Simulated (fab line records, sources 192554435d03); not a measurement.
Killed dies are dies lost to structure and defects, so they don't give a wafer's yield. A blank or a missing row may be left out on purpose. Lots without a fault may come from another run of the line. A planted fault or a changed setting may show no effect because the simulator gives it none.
fab line records | flow n5_finfet
record lots=4 wafers=12 last_day=18
route steps=1938 shown BEOL_M2@923 BEOL_M3@931 BEOL_M4@1111 PASSIVATION@1936
lots that met no fault: from a run of the same line without faults
start_h: hours from the record's first day to the start of the lot's first wafer shown | wait_h: hours since the lot's step before | " the same as in the row above | L1.1+2: a row that stands for several wafers | - no value, or no start given | * or withheld: withheld | < > ~ a bound
route shown NAME@n: a module of which the file shows steps, and the number in the route of the first | usual: mean/standard deviation of fault-free wafers | same: alike in all rows | chamber/n: place in a boat | sites: the reading at each site | _std_site: their standard deviation | _edge_site: outer sites' mean less inner sites' | radius_mm: how far each site lies from the wafer's centre | mask NAME#n: copy n | behind: the tool/chamber that last shaped the wafer | hold: why the lot was held/for how many hours/how that ended | device: the transistor (n, p or np) that didn't switch | end of line: the same wafers' tests at the end of the route | a step without rows: its recipe alone | killed: dies lost to structure and defects at the first sort, not the wafer's yield | map: a wafer's dies, x killed, . not, _ none there
set.NAME: the setting as run; set.NAME@STEP: as run at that earlier step | model.NAME: the simulator's own value behind a step, which no gauge read
lots at some steps of the route; a table a step, a row a wafer
services: from which hour (start_h, from the record's first day; less than 0 if before it) a tool's chamber was out of use, for how many hours, and why
## steps
# step N5_BEOL_M2_CMP_52
# recipe stop_on=SiOC t_overpolish_s=6.8 down_force_psi=1 platen_rpm=50 clearing_platen_down_force_psi=1.5 clearing_platen_rpm=50 post_cmp_clean=cu_alkaline target_thk_nm=40 clearing_platen_pad_velocity_m_s=0.99484 pad_velocity_m_s=0.99484
# step N5_BEOL_M2_PRE_CLEAN_60
# recipe gas=NH3/H2 time_s=15 temp_c=* rf_power_w=300
# step N5_BEOL_M2_CO_CAP_55
# recipe material=Co target_thk_a=20 temp_c=200 precursor=CCTBA/H2 pressure_torr=30 time_s=102.1
# step N5_BEOL_M2_PRE_CLEAN_56
# recipe gas=NH3 time_s=15 temp_c=withheld rf_power_w=300
# step N5_BEOL_M2_DEP_57
# recipe material=SiCN target_thk_a=80 temp_c=withheld precursor=3MS/NH3 pressure_torr=3 rf_w=202 time_s=14
# step N5_BEOL_M3_ILD_DEP_00
# recipe material=SiOC target_thk_a=790 temp_c=350 precursor=DEMS/O2 pressure_torr=5 rf_w=500 time_s=15.3
# step N5_BEOL_M3_PECVD_72
# recipe material=SiO2 target_thk_a=160 temp_c=400 precursor=TEOS/O2 pressure_torr=5.5 rf_w=450 teos_flow_sccm=53.8 gas=O2 flow_sccm=3000 time_s=18
# step N5_BEOL_M3_HM_DEP_02
# recipe material=TiN target_thk_a=200 temp_c=25 chamber_pressure_pa=0.49996
# step N5_BEOL_M3_COAT_61
# recipe resist=SOC temp_c=250 time_s=60 spin_rpm=1500 resist_thk_nm=60
# usual spin_speed_rpm=1499.8/0.9
# same time_s=60
# columns lot.wafer tool chamber start_h wait_h spin_speed_rpm model.SOC_of_BEOL_M3_COAT_61.thk_nm
L216.2 litho_track-02 0 179.95 0.1 1500.8 60
L216.4 " 0 " " 1498.0 60
L216.5 " 0 " " 1499.2 60.2
L226.2 litho_track-02 0 265.46 0.1 1592.0 58
L226.4 " 0 " " 1592.0 58
L226.6 " 0 " " 1593.7 58
L224.1 litho_track-02 0 266.95 0.1 1592.0 58
L224.3 " 0 " " 1592.1 58
L224.4 " 0 " " 1594.1 58.2
L233.2 litho_track-05 0 299.63 0.1 1499.5 60
L233.3 " 0 " " 1501.0 60
L233.4 " 0 " " 1500.3 60
# step N5_BEOL_M3_COAT_62
# recipe resist=SiARC temp_c=220 time_s=60 spin_rpm=1500 resist_thk_nm=12
# step N5_BEOL_M3_COAT_73
# recipe resist=underlayer temp_c=205 time_s=60 spin_rpm=1500 resist_thk_nm=5
# step N5_BEOL_M3_COAT_05
# recipe resist=CAR-EUV spin_rpm=1500 resist_thk_nm=30
# step N5_BEOL_M3_EBR_07
# recipe solvent=PGMEA ebr_width_mm=1.5
# step N5_BEOL_M3_SOFTBAKE_06
# recipe temp_c=110 time_s=60 resist=CAR-EUV
# step N5_BEOL_M3_EXPOSE_08
# recipe mask_id=M3 na=0.33 source_shape=dipole sigma_inner=0.369 sigma_outer=0.767 polarization=unpolarized dose_mj=33
# step N5_BEOL_M3_PEB_09
# recipe peb_temp_c=100 peb_time_s=60 resist=CAR-EUV
# step N5_BEOL_M3_DEVELOP_10
# recipe develop_time_s=30 developer=TMAH resist=CAR-EUV rinse_liquid=surfactant_rinse dry=air_spin dev_temp_c=23
# step N5_BEOL_M3_DESCUM_16
# recipe chemistry=O2 time_s=7 source_power_w=50 bias_power_w=20 pressure_mtorr=20 rf_frequency_hz=2.712e+07 temp_c=40 resist=CAR-EUV o2_flow_sccm=225
# step N5_BEOL_M3_ETCH_74
# recipe chemistry=N2/H2 target=underlayer target_depth_a=65 mask_material=CAR-EUV time_s=5.2 ion_energy_ev=200 pressure_mtorr=30 source_w=840 bias_w=150 n2_flow_sccm=200 h2_flow_sccm=200 ends=cleared
# step N5_BEOL_M3_ETCH_63
# recipe chemistry=CF4 target=SiARC target_depth_a=156 mask_material=CAR-EUV time_s=26 ion_energy_ev=80 pressure_mtorr=40 source_w=545 bias_w=36 Ar_flow_sccm=100 cf4_flow_sccm=100 ends=cleared
# step N5_BEOL_M3_ETCH_64
# recipe chemistry=N2/H2 target=SOC target_depth_a=750 overetch_a=150 mask_material=SiARC temp_c=40 time_s=112.5 ion_energy_ev=200 pressure_mtorr=30 source_w=840 bias_w=150 n2_flow_sccm=200 h2_flow_sccm=200
# usual drypump_motor_current_A=5.9/0.7 h2_flow_sccm=200.1/0.57 oes_product_au=0.61/0.047 rf_vpp_V=523.2/2 showerhead_plenum_p_Torr=2.52/0.072 throttle_valve_pct=17.71/0.22
# same time_s=112.5
# columns lot.wafer tool chamber start_h wait_h drypump_motor_current_A h2_flow_sccm oes_product_au rf_hours_counter_h rf_vpp_V showerhead_plenum_p_Torr throttle_valve_pct model.etch.depth_nm
L216.2 rie_diel-01 1 180.54 0.0 4.9 199.5 0.56 197 519.3 2.41 17.88 59.98
L216.4 " 3 " " 6.4 200.5 0.69 42 523.0 2.49 17.71 60.04
L216.5 " 3 " " 6.4 199.6 0.69 - 522.0 2.49 17.73 60.1
L226.2 rie_diel-04 0 266.05 0.0 5.4 199.9 0.55 213 526.7 2.63 17.80 57.91
L226.4 " 1 " " 4.7 200.7 0.55 183 525.5 2.65 17.82 57.92
L226.6 " 1 " " 4.7 200.9 0.56 - 527.2 2.65 17.84 58.06
L224.1 rie_diel-01 0 267.41 0.0 5.6 200.3 0.60 145 524.1 2.55 17.80 58
L224.3 " 3 " " 6.4 199.4 0.65 62 522.9 2.48 17.75 58.04
L224.4 " 1 " " 4.9 200.9 0.55 222 519.6 2.40 17.93 58.1
L233.2 rie_diel-03 0 300.10 0.0 6.4 199.5 0.62 122 523.6 2.55 17.73 59.92
L233.3 " 3 " " 6.5 199.9 0.55 233 522.9 2.51 18.02 60.08
L233.4 " 3 " " 6.4 200.0 0.56 - 522.8 2.51 18.03 59.95
# step N5_BEOL_M3_STRIP_65
# recipe chemistry=N2/H2 temp_c=40 n2_flow_sccm=200 h2_flow_sccm=200 rf_frequency_hz=6e+07
# step N5_BEOL_M3_STRIP_75
# recipe chemistry=N2/H2 temp_c=40 n2_flow_sccm=200 h2_flow_sccm=200 rf_frequency_hz=6e+07
# step N5_BEOL_M3_STRIP_66
# recipe chemistry=CF4 resist=SiARC power_w=300 bias_power_w=75 pressure_mtorr=50 cf4_flow_sccm=150 rf_frequency_hz=6e+07
# step N5_BEOL_M3_HM_OPEN_17
# recipe chemistry=Cl2/BCl3 target_depth_a=200 overetch_a=60 target=TiN mask_material=SOC ion_energy_ev=150 pressure_mtorr=10 icp_w=1000 bias_w=126 Cl2_flow_sccm=53.25 bcl3_flow_sccm=21.75 Ar_flow_sccm=25
# usual drypump_motor_current_A=5.6/0.62 oes_product_au=0.69/0.08 throttle_valve_pct=22.06/0.14
# columns lot.wafer tool chamber start_h wait_h drypump_motor_current_A oes_product_au rf_hours_counter_h throttle_valve_pct model.SOC_of_BEOL_M3_COAT_61.thk_nm
L216.2 rie_metal-02 1 180.71 0.0 6.1 0.61 73 22.28 51.8
L216.4 " 1 " " 6.1 0.61 - 22.26 52
L216.5 " 0 " " 5.3 0.55 - 22.24 52
L226.2 rie_metal-01 0 266.22 0.0 4.6 0.75 16 21.96 49.6
L226.4 " 0 " " 4.6 0.75 - 21.99 49.6
L226.6 " 1 " " 5.9 0.73 - 21.94 50.2
L224.1 rie_metal-01 1 267.58 0.0 5.9 0.73 14 21.95 50.2
L224.3 " 1 " " 5.8 0.73 - 21.93 50.2
L224.4 " 0 " " 4.6 0.75 - 21.98 49.8
L233.2 rie_metal-01 0 300.27 0.0 4.6 0.74 19 21.96 51.6
L233.3 " 0 " " 4.6 0.74 - 21.97 51.6
L233.4 " 1 " " 5.9 0.71 - 21.95 52
# step N5_BEOL_M3_STRIP_19
# recipe chemistry=O2 power_w=400 temp_c=40 pressure_mtorr=30 rf_frequency_hz=6e+07 bias_power_w=0 overash_fraction=0.2 o2_flow_sccm=225
# step N5_BEOL_M4_RC_MEAS_101
# usual DIBL_N=36.3/2 DIBL_P=36.3/2.4 IOFF_N=0.16/0.034 IOFF_P=0.21/0.035 ION_N=672/12 ION_P=459/6.5 SS_N=71.6/0.67 SS_P=73.3/0.71 VT_N=250/3.5 VT_P=-251/3
# columns lot.wafer tool chamber start_h wait_h DIBL_N[mV/V] DIBL_P[mV/V] IOFF_N[nA/um] IOFF_P[nA/um] ION_N[uA/um] ION_P[uA/um] SS_N[mV/dec] SS_P[mV/dec] VT_N[mV] VT_P[mV]
L216.2 prober-01 0 200.65 0.2 33.3 34.2 0.12 0.17 661 459 70.4 72.8 255 -254
L216.4 " 0 " " 36.5 36.6 0.17 0.21 681 462 71.0 73.9 248 -250
L216.5 " 0 " " 32.1 32.3 0.10 0.15 662 454 70.0 72.3 256 -254
L224.1 prober-01 0 288.20 0.0 39.1 37.0 0.20 0.22 677 455 71.3 74.1 246 -250
L224.3 " 0 " " 37.6 37.0 0.17 0.23 691 475 71.6 73.3 250 -248
L224.4 " 0 " " 36.3 34.6 0.13 0.18 668 454 71.3 72.6 252 -253
L226.2 prober-02 0 303.11 0.2 36.4 37.4 0.15 0.21 669 465 71.6 72.7 252 -247
L226.4 " 0 " " 33.7 33.8 0.12 0.17 669 471 70.9 71.8 252 -251
L226.6 " 0 " " 36.4 36.4 0.15 0.20 660 458 71.6 73.0 250 -249
L233.2 prober-01 0 326.54 0.2 38.5 39.2 0.23 0.26 693 467 72.8 73.9 242 -247
L233.3 " 0 " " 37.8 38.4 0.23 0.26 685 459 72.2 73.7 243 -247
L233.4 " 0 " " 38.6 39.4 0.23 0.26 686 460 71.8 74.3 244 -245
# step N5_PASSIVATION_PROBE_49
# usual defect_limited_yield=91.4/1.5 killed_at_M0_to_M3=33/11 killed_at_M4_up=14/5.3 killed_at_contacts=13/6.2 killed_at_front_end=39/13 killed_at_other=3.1/2.8 killed_dies=102/17 killed_open=68/13 killed_short=32/7.8 sort_bin_5_function=5.1/0.95 sort_bin_6_memory=3.2/0.7 sort_n_pass=1078/18 sort_yield_pct=91.3/1.5
# same gross_dies=1180 killed_at_back_side=0 sort_bin_4_leakage[%]=0 sort_bin_8_speed[%]=0
# columns lot.wafer tool chamber start_h wait_h defect_limited_yield[%] killed_at_M0_to_M3 killed_at_M4_up killed_at_contacts killed_at_front_end killed_at_other killed_dies killed_open killed_short sort_bin_5_function[%] sort_bin_6_memory[%] sort_n_pass sort_yield_pct[%]
L224.1 prober-02 - 393.11 0.0 89.7 41 16 16 47 2 122 82 39 5.9 4.2 1058 89.7
L224.3 prober-02 - 393.21 0.1 90.3 22 10 17 58 7 114 69 41 5.2 3.6 1066 90.3
L224.4 prober-02 - 393.26 0.2 86.8 31 10 11 103 1 156 104 48 8.8 4.1 1024 86.8
L226.2 prober-01 - 409.88 0.1 91.9 33 8 26 23 6 96 61 30 4.5 3.0 1084 91.9
L226.4 prober-01 - 409.98 0.2 90.3 34 16 26 38 1 115 74 34 4.5 4.2 1065 90.3
L226.6 prober-01 - 410.08 0.3 93.3 20 16 10 30 3 79 50 27 4.1 2.2 1101 93.3
# killed by level:class
L224.1 STI_FIN_REVEAL:geometric_particle:open=20 BEOL_M3:geometric_particle:open=15 MOL_CONTACT_COAG:geometric_particle:open=11 FIN_SAQP:geometric_particle:open=7 BEOL_M2:geometric_particle:open=7 FIN_SAQP:geometric_particle:short=5 BEOL_M0_SAQP:geometric_particle:open=5 DUMMY_GATE:geometric_particle:open=5
L224.3 STI_FIN_REVEAL:geometric_particle:open=17 MOL_CONTACT_COAG:geometric_particle:open=13 FIN_SAQP:geometric_particle:short=11 FIN_SAQP:geometric_particle:open=6 DUMMY_GATE:geometric_particle:open=5 BEOL_M3:geometric_particle:open=5 MOL_CONTACT_COAG:geometric_particle:short=4 BEOL_M0_SAQP:geometric_particle:short=4
L224.4 STI_FIN_REVEAL:geometric_particle:open=37 FIN_SAQP:geometric_particle:open=21 FIN_SAQP:geometric_particle:short=10 STI_FIN_REVEAL:geometric_particle:short=10 BEOL_M3:geometric_particle:open=9 DUMMY_GATE:geometric_particle:open=7 MOL_CONTACT_COAG:geometric_particle:short=6 GATE_CUT:geometric_particle:short=5
L226.2 MOL_CONTACT_COAG:geometric_particle:open=18 MOL_CONTACT_COAG:geometric_particle:short=8 BEOL_M2:geometric_particle:open=8 BEOL_M3:geometric_particle:open=7 BEOL_M0_SAQP:geometric_particle:open=7 BEOL_M0_SAQP:geometric_particle:short=5 FIN_SAQP:geometric_particle:open=4 MIM_TOP:geometric_particle:short=4
L226.4 MOL_CONTACT_COAG:geometric_particle:open=22 BEOL_M3:geometric_particle:open=12 STI_FIN_REVEAL:geometric_particle:open=8 HKMG_FIN:area_etch=7 BEOL_M0_SAQP:geometric_particle:short=5 BEOL_M1:geometric_particle:open=5 BEOL_M4:geometric_particle:open=5 BEOL_M5:geometric_particle:short=5
L226.6 MOL_CONTACT_COAG:geometric_particle:open=9 BEOL_M4:geometric_particle:open=8 STI_FIN_REVEAL:geometric_particle:short=4 STI_FIN_REVEAL:geometric_particle:open=4 FIN_SAQP:geometric_particle:open=3 MIM_TOP:geometric_particle:short=3 ILD0:geometric_particle:short=3 ILD0:geometric_particle:open=3
## services
# columns tool chamber start_h hours kind
litho_track-05 - 157.26 - consumable_replace:filter
rie_diel-04 3 157.82 7.7 repair
rie_diel-01 3 159.74 5.1 repair
rie_diel-04 0 164.51 10.8 repair
rie_diel-01 0 192.03 15.2 repair
rie_metal-02 - 192.83 2.7 repair
rie_diel-01 3 199.51 13.7 repair
rie_diel-01 1 203.97 4.9 repair
rie_metal-02 - 206.77 2.8 pm
rie_metal-02 0 232.25 1.0 repair
rie_diel-01 3 233.71 4.6 repair
rie_metal-02 0 244.69 22.3 repair
rie_metal-02 - 246.99 1.4 pm
rie_diel-03 - 247.81 0.9 repair
rie_metal-02 0 267.03 - clean
rie_metal-02 0 267.03 16.1 scheduled_down
rie_metal-02 0 267.03 16.1 vent_cycle
rie_metal-02 0 284.74 9.4 repair
rie_diel-03 1 292.57 11.4 repair
## key
first_sign step=N5_BEOL_M3_COAT_61 reading=spin_speed_rpm direction=up sigmas=99+ usual=* struck=*
effect none on later readings
model_effect step=N5_BEOL_M3_COAT_61 value=SOC_of_BEOL_M3_COAT_61.thk_nm without=59.73 struck=58.03
model_effect step=N5_BEOL_M3_ETCH_64 value=etch.depth_nm without=59.77 struck=58.01
model_effect step=N5_BEOL_M3_HM_OPEN_17 value=SOC_of_BEOL_M3_COAT_61.thk_nm without=51.67 struck=49.93
met_at N5_BEOL_M3_COAT_61
struck_wafers L224.1,L224.3,L224.4,L226.2,L226.4,L226.6
onset_between 179.95 265.46
fault kind=process_parameter_drift tool=litho_track-02 chamber=- onset_h=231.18 steps=N5_BEOL_M3_COAT_61 channel=spin_rpm offset=* shape=step end_h=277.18 acts_in=* stated=*
